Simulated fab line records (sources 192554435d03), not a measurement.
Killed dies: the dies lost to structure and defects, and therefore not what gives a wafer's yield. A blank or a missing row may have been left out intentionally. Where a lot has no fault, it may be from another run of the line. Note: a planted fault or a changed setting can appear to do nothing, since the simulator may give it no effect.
Struck lot and sound lot, side by side + flow n5-finfet + 14 steps out of a route of 1938
Sound: wafers L638.1, L638.3, L638.4. Struck: wafers L636.2, L636.3, L636.6. At the end, the cause is stated.
Each step with rows lists, per side, the tool, then ch with its chambers, then its first start. Under that, the readings that differ: sound wafers + struck wafers + difference of the means + sigmas: that difference in standard deviations of wafers without a fault.
alike: a reading whose means differ by less than 2 such deviations, as well as words and numbers matching on both sides. not compared: withheld readings; readings where some wafer has no value; bounds like >300 that might hide an equal value; numbers whose values overlap and for which the record gives no deviation.
The two part at a step that has a row with sigmas, a row that says differs or no value, or rows on one side only. When numbers do not overlap yet have no deviation, they are printed without sigmas and do not part them. A reading missing from all wafers of one side parts the sides only when that side holds two or more wafers.

first, 1 step without rows for these wafers: N5_BEOL_M11_PRE_CLEAN_55 (time 15 s).
N5_BEOL_M11_DEP_56: deposits SiCN from 3MS/NH3, target thk 30 nm, time 10.5 s.
  sound on pecvd-02 ch 0,1,2, day 12 06:28; struck on pecvd-02 ch 0,1, day 12 09:34
  alike: chamber-pressure-Torr, showerhead-plenum-p-Torr, showerhead-vpp-V, throttle-valve-pct
N5_BEOL_M11_RS_MEAS_57: uses a four-point probe to measure.
  sound: film-metro-02 at day 12 06:32; struck: film-metro-01 at day 12 09:38
  alike: M11_RS
N5_BEOL_M11_INSPECT_58: inspects for defects (darkfield).
  sound: defect-inspect-02 at day 12 06:34; struck: defect-inspect-01 at day 12 09:40
  alike: raw-defect-count
N5_BEOL_M12_ILD_DEP_00: deposits SiOC from DEMS/O2, target thk 658.92 nm, time 130.7 s.
  sound on pecvd-02 ch 0,2, day 12 06:36; struck on pecvd-02 ch 0,1,2, day 12 09:41
  alike: chamber-pressure-Torr, heater-power-w, showerhead-plenum-p-Torr, showerhead-vpp-V, throttle-valve-pct
N5_BEOL_M12_THK_MEAS_01:
  sound: film-metro-02 at day 12 06:44; struck: film-metro-02 at day 12 09:49
  alike: M12_ILD_THK
then, 6 steps without rows for these wafers: N5_BEOL_M12_COAT_58 (time 60 s, resist thk 89 nm); N5_BEOL_M12_COAT_04 (resist thk 400 nm); N5_BEOL_M12_EBR_06; N5_BEOL_M12_SOFTBAKE_05 (time 60 s); N5_BEOL_M12_EXPOSE_07 (exposes mask V11); N5_BEOL_M12_PEB_08 (peb time 90 s).
N5_BEOL_M12_DEVELOP_09: develop time 45 s.
  struck on litho-track-03, day 12 10:08; sound on litho-track-01 ch 0, day 12 06:55
  no value came back on the struck wafers for chill-plate-temp-C (C), develop-time-s (s); on the sound wafers chill-plate-temp-C (C) reads 22.78 22.83 22.69
| reading                                    | sound           | struck            | difference | sigmas |
|--------------------------------------------|-----------------|-------------------|------------|--------|
| model.coat_of_BEOL_M12_COAT_04.thk-nm (nm) | 384.4 384 385.4 | 398.6 397.4 398.4 | +13.5      |        |
then, 1 step without rows for these wafers: N5_BEOL_M12_HARDBAKE_14 (time 120 s).

## WHERE THEY PART
N5_BEOL_M12_DEVELOP_09 only, going by this record.

WHY: what the simulator had put in
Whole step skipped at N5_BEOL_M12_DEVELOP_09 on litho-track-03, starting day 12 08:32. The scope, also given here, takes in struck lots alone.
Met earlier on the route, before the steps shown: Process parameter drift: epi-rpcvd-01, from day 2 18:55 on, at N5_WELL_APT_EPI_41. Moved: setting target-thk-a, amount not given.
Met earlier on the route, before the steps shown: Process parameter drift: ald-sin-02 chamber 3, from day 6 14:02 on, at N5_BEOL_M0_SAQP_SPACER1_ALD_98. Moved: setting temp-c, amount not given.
